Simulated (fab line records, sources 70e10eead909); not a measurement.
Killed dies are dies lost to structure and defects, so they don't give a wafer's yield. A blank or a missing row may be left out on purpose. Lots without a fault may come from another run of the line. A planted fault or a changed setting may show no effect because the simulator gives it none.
Problem report in the 8D (eight disciplines) form, filled by code | flow nand_harc | the parts of the form that need people (team, actions taken, sign-off) are left out

1. THE PROBLEM
killed_dies at NHARC_END_SORT_01 reads a mean of 677 on 4 wafers of 2 lots; wafers without a fault read 61 with a standard deviation of 16. That is +38 standard deviations from the usual mean.
First seen on wafer L396.4, day 28 16:40, on prober-01. The record holds 6 wafers of 2 lots with a number at this step. Rule for "out", or "out of limits": more than 4 standard deviations from the usual mean. The other wafers with a number count as sound.

2. WHAT IT IS AND WHAT IT IS NOT
question                    | is                             | is not
which readings at this step | killed_dies, killed_at_array   | killed_at_other, killed_at_periphery, killed_open, killed_short
which lots                  | L396, L397                     | -
which wafers of those lots  | L396.4, L396.6, L397.1, L397.6 | L396.3, L397.2
read on which gauges        | prober-01, prober-02           | -
when                        | from day 28 16:40              | up to then (1 sound wafer); but 1 sound wafer of L397 came after

3. SUSPECTS, AND WHAT RULES EACH OUT
Counting: a tool at a process step up to the reading stays a suspect if it ran every lot that is out. Sound lots after the first of them don't rule it out here, since some wafers of a struck lot are sound.
- the gauge at NHARC_END_SORT_01: ruled out. The wafers that are out were read on 2 gauges (prober-01, prober-02).
- cvd_w-01 at NHARC_A_CONTACT_CVD_19 (deposits W, target thk 300 nm, time 802 s): kept. It ran every lot that is out, first L396 (day 26 19:38). NHARC_A_CONTACT_CVD_19 gives no start for some lots, so the hours and the order of its lots are those of NHARC_A_BLC_STRIP_29.
- ald_metal-04 at NHARC_A_BLC_ALD_23 (deposits TiN, target thk 3 nm, pulse time 1 s, ald cycles 150): kept. It ran every lot that is out, first L396 (day 26 20:25).
Left after counting: cvd_w-01 at NHARC_A_CONTACT_CVD_19, ald_metal-04 at NHARC_A_BLC_ALD_23.

4. THE CAUSE (what the simulator had put in)
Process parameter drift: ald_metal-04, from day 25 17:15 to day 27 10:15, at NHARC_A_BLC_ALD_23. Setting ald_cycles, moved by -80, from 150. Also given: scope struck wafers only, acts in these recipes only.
Counting left 2 suspects, and this tool is among them.

5. THE CHAIN OF EFFECTS, in route order
Each row: a reading whose mean over the struck wafers that have a number lies more than 3 standard deviations from the usual. Only readings for which the record gives a usual standard deviation are gone through. hours: the time from each lot's start at the first step in this table that gives one to its start at this step, as a median over the lots. sigmas: the change in usual standard deviations.
hours | step              | reading         | usual | on struck wafers | change | sigmas
0     | NHARC_END_SORT_01 | killed_at_array | 56    | 672              | +616   | +36
0     | NHARC_END_SORT_01 | killed_dies     | 61    | 677              | +616   | +38

6. WHAT WOULD HAVE CAUGHT IT SOONER
In this record the first reading out of limits at a measuring or inspecting step was taken at day 28 16:40, 71 hours after the fault began at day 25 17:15.
Of the tool readings at NHARC_A_BLC_ALD_23 for which the record gives a usual standard deviation, none was out on any struck wafer, so an alarm limit of 4 standard deviations on them would not have fired.
All the lots that are out (2) had begun NHARC_A_BLC_ALD_23 on ald_metal-04 by day 28 16:40. A hold on the tool at that time would have spared none of them.
